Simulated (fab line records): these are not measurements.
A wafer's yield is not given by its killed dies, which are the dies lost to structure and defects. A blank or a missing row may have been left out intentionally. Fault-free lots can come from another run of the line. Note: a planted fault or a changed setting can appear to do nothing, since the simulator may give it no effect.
Chamber matching || flow n5_finfet || ald_metal-01 running N5_BEOL_M11_ALD_74: 4 sister chambers
The step deposits TaN, target thk 2 nm, pulse time 2 s, purge time 3 s. 4 wafers are shown with their chamber, then 11 later ones without.

## WAFERS, EACH WITH ITS CHAMBER
{"wafer": "L086.2", "chamber": 3, "heater_power_w (W)": 438}
{"wafer": "L086.6", "chamber": 1, "heater_power_w (W)": 413}
{"wafer": "L089.2", "chamber": 0, "heater_power_w (W)": 440}
{"wafer": "L091.2", "chamber": 2, "heater_power_w (W)": 406}

## WAFERS MISSING THEIR CHAMBER
{"wafer": "L091.3", "heater_power_w (W)": 421}
{"wafer": "L091.6", "heater_power_w (W)": 456}
{"wafer": "L094.1", "heater_power_w (W)": 393}
{"wafer": "L094.5", "heater_power_w (W)": 393}
{"wafer": "L094.6", "heater_power_w (W)": 437}
{"wafer": "L095.1", "heater_power_w (W)": 420}
{"wafer": "L095.3", "heater_power_w (W)": 429}
{"wafer": "L095.4", "heater_power_w (W)": 399}
{"wafer": "L097.2", "heater_power_w (W)": 419}
{"wafer": "L097.4", "heater_power_w (W)": 392}
{"wafer": "L097.5", "heater_power_w (W)": 395}

## EACH ONE'S CHAMBER
{"wafer": "L091.3", "from the rows above": "can't be placed: 1 or 2 or 3 or 0", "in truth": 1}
{"wafer": "L091.6", "from the rows above": "can't be placed: 0 or 3", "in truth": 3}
{"wafer": "L094.1", "from the rows above": "can't be placed: 2 or 1", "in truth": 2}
{"wafer": "L094.5", "from the rows above": "can't be placed: 2 or 1", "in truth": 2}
{"wafer": "L094.6", "from the rows above": "can't be placed: 3 or 0", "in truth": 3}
{"wafer": "L095.1", "from the rows above": "can't be placed: 1 or 2 or 3 or 0", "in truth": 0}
{"wafer": "L095.3", "from the rows above": "can't be placed: 3 or 0 or 1 or 2", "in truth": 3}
{"wafer": "L095.4", "from the rows above": "can't be placed: 2 or 1", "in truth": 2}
{"wafer": "L097.2", "from the rows above": "can't be placed: 1 or 2 or 3 or 0", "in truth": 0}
{"wafer": "L097.4", "from the rows above": "can't be placed: 2 or 1", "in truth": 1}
{"wafer": "L097.5", "from the rows above": "can't be placed: 2 or 1", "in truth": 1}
Placed correctly: 0 of 11. Unplaceable from these rows: 11, with the true chamber sitting among the candidates in 11. 0 placed wrongly.
How it was worked out, from the rows above alone: a wafer's distance from a chamber is the root of the sum, over the readings, of the square of ((its reading less the chamber's mean) divided by the reading's scatter). The wafer belongs to the nearest chamber; if the next one is less than 2 further off, it can't be placed. A chamber's mean is the mean of its shown wafers. The scatter: root of mean squared gap, hidden wafer to nearest shown wafer, with one shown wafer a chamber.
